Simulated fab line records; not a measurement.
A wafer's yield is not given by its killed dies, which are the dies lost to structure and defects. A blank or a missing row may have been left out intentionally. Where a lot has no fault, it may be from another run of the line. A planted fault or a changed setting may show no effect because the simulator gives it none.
A lot that was struck, set against a sound lot || flow n5 finfet || 24 steps out of a route of 1938
Sound: these wafers, L190.2, L190.3, L190.5. Wafers L205.4, L205.5, L205.6 were the ones struck. Last of all comes the cause.
Order at every step that has rows: each side's tool, ch and its chambers, its first start. Under that, the readings that differ: sound wafers || struck wafers || difference of the means || sigmas: that difference in standard deviations of wafers without a fault.
alike: readings with means less than 2 such deviations apart, plus words and numbers identical on both sides. not compared: withheld readings, readings lacking a value on some wafer, bounds such as >300 that could conceal the same value, and numbers that have no deviation in the record and whose values overlap.
A row with sigmas, a row that says differs or no value, or rows on one side alone: a step with any of these is where the two part. Non-overlapping numbers with no deviation appear without sigmas and do not part them. A reading that every wafer of one side lacks parts them only if that side has two wafers or more.

N5_BEOL_M3_ETCH_74: etches underlayer in N2/H2, target depth 6.5 nm, time 5.2 s.
  sound on rie diel-05 ch 1,2, day 8 13:16; struck on rie diel-05 ch 0,2,3, day 12 18:08
  alike: drypump motor current A, etch rf on time s, h2 flow sccm, oes product au, rf vpp V, showerhead plenum p Torr, throttle valve pct
  not compared: rf hours counter h
then, 1 step without rows for these wafers: N5_BEOL_M3_ETCH_63 (etches SiARC in CF4, target depth 15.6 nm, time 26 s).
N5_BEOL_M3_ETCH_64: etches SOC in N2/H2, target depth 75 nm, overetch 15 nm, time 112.5 s.
  sound on rie diel-05 ch 1,2, day 8 13:19; struck on rie diel-05 ch 0,2,3, day 12 18:11
  alike: drypump motor current A, h2 flow sccm, oes product au, rf vpp V, showerhead plenum p Torr, throttle valve pct
  not compared: rf hours counter h
then, 3 steps without rows for these wafers: N5_BEOL_M3_STRIP_65 (strips in N2/H2); N5_BEOL_M3_STRIP_75 (strips in N2/H2); N5_BEOL_M3_STRIP_66 (strips in CF4).
N5_BEOL_M3_HM_OPEN_17: chemistry Cl2/BCl3, target TiN, target depth 20 nm, overetch 6 nm.
  sound on rie metal-01 ch 0,1, day 8 13:29; struck on rie metal-01 ch 0,1, day 12 18:23
{"reading": "oes product au (a.u.)", "sound": "0.52 0.70 0.52", "struck": "0.69 0.85 0.68", "difference": "+0.16", "sigmas": "+2"}
  alike: drypump motor current A, throttle valve pct
  not compared: rf hours counter h
N5_BEOL_M3_STRIP_19: strips in O2.
  sound on rie diel-05 ch 1,3, day 8 13:36; struck on rie diel-05 ch 1,2, day 12 18:28
  alike: drypump motor current A, oes product au, rf vpp V, showerhead plenum p Torr, throttle valve pct
  not compared: rf hours counter h
N5_BEOL_M3_CD_MEAS_18: pitch 36 nm, target cd 18 nm.
  sound: cd sem-02 at day 8 13:40; struck: cd sem-02 at day 12 18:32
  alike: cd nm
then, 3 steps without rows for these wafers: N5_BEOL_M3_COAT_67 (time 60 s, resist thk 60 nm); N5_BEOL_M3_COAT_68 (time 60 s, resist thk 12 nm); N5_BEOL_M3_COAT_76 (time 60 s, resist thk 5 nm).
N5_BEOL_M3_COAT_22: resist thk 30 nm.
  sound on litho track-03 ch 0, day 8 13:43; struck on litho track-03 ch 0, day 12 18:35
{"reading": "spin speed rpm (rpm)", "sound": "1500.3 1499.2 1500.6", "struck": "1317.0 1317.2 1315.6", "difference": -183.4, "sigmas": "-99 or more"}
{"reading": "model.CAR-EUV_of_BEOL_M3_COAT_22.thk nm (nm)", "sound": "30.2 30.2 30.2", "struck": "32.2 32.2 32.2", "difference": "+2.0", "sigmas": ""}
then, 5 steps without rows for these wafers: N5_BEOL_M3_EBR_24; N5_BEOL_M3_SOFTBAKE_23 (time 60 s); N5_BEOL_M3_EXPOSE_25 (exposes mask V2, defocus 5 nm); N5_BEOL_M3_PEB_26 (peb time 60 s); N5_BEOL_M3_DEVELOP_27 (develop time 30 s).
N5_BEOL_M3_CD_MEAS_28: target cd 25.7 nm, target cd y 23.3 nm.
  sound on cd sem-01 ch 0, day 8 14:07; struck on cd sem-02 ch 0, day 12 18:53
  alike: cd nm
N5_BEOL_M3_OVL_MEAS_29:
  sound on overlay-02 ch 0, day 8 14:09; struck on overlay-02 ch 0, day 12 18:56
  alike: V2_OVL
N5_BEOL_M3_INSPECT_30: inspects for defects (brightfield).
  sound: defect inspect-01 at day 8 14:12; struck: defect inspect-01 at day 12 18:58
  alike: raw defect count
N5_BEOL_M3_DESCUM_33: chemistry O2, time 7 s.
  sound on rie diel-06 ch 0,2,3, day 8 14:14; struck on rie diel-05 ch 0,1,2, day 12 19:01
{"reading": "model.CAR-EUV_of_BEOL_M3_COAT_22.thk nm (nm)", "sound": "26.2 26.2 26.2", "struck": "28.2 28.2 28.2", "difference": "+2.0", "sigmas": ""}
  alike: drypump motor current A, oes product au, rf vpp V, showerhead plenum p Torr, throttle valve pct
  not compared: rf hours counter h
N5_BEOL_M3_ETCH_77: etches underlayer in N2/H2, target depth 6.5 nm, time 5.2 s.
  sound on rie diel-06 ch 0,2,3, day 8 14:16; struck on rie diel-05 ch 0,1,2, day 12 19:02
  alike: drypump motor current A, etch rf on time s, h2 flow sccm, oes product au, rf vpp V, showerhead plenum p Torr, throttle valve pct
  not compared: rf hours counter h
N5_BEOL_M4_RC_MEAS_101:
  sound on prober-02 ch 0, day 9 17:34; struck on prober-01 ch 0, day 14 07:03
  alike: DIBL_N, DIBL_P, IOFF_N, IOFF_P, ION_N, ION_P, SS_N, SS_P, VT_N, VT_P

== WHERE THEY PART ==
Last at N5_BEOL_M3_COAT_22 as far as this record goes, first at N5_BEOL_M3_HM_OPEN_17. Later steps at which nothing parts them and some readings are alike: N5_BEOL_M3_CD_MEAS_28, N5_BEOL_M3_OVL_MEAS_29, N5_BEOL_M3_INSPECT_30, N5_BEOL_M3_DESCUM_33, N5_BEOL_M3_ETCH_77, N5_BEOL_M4_RC_MEAS_101.

WHY: whatever the simulator had introduced
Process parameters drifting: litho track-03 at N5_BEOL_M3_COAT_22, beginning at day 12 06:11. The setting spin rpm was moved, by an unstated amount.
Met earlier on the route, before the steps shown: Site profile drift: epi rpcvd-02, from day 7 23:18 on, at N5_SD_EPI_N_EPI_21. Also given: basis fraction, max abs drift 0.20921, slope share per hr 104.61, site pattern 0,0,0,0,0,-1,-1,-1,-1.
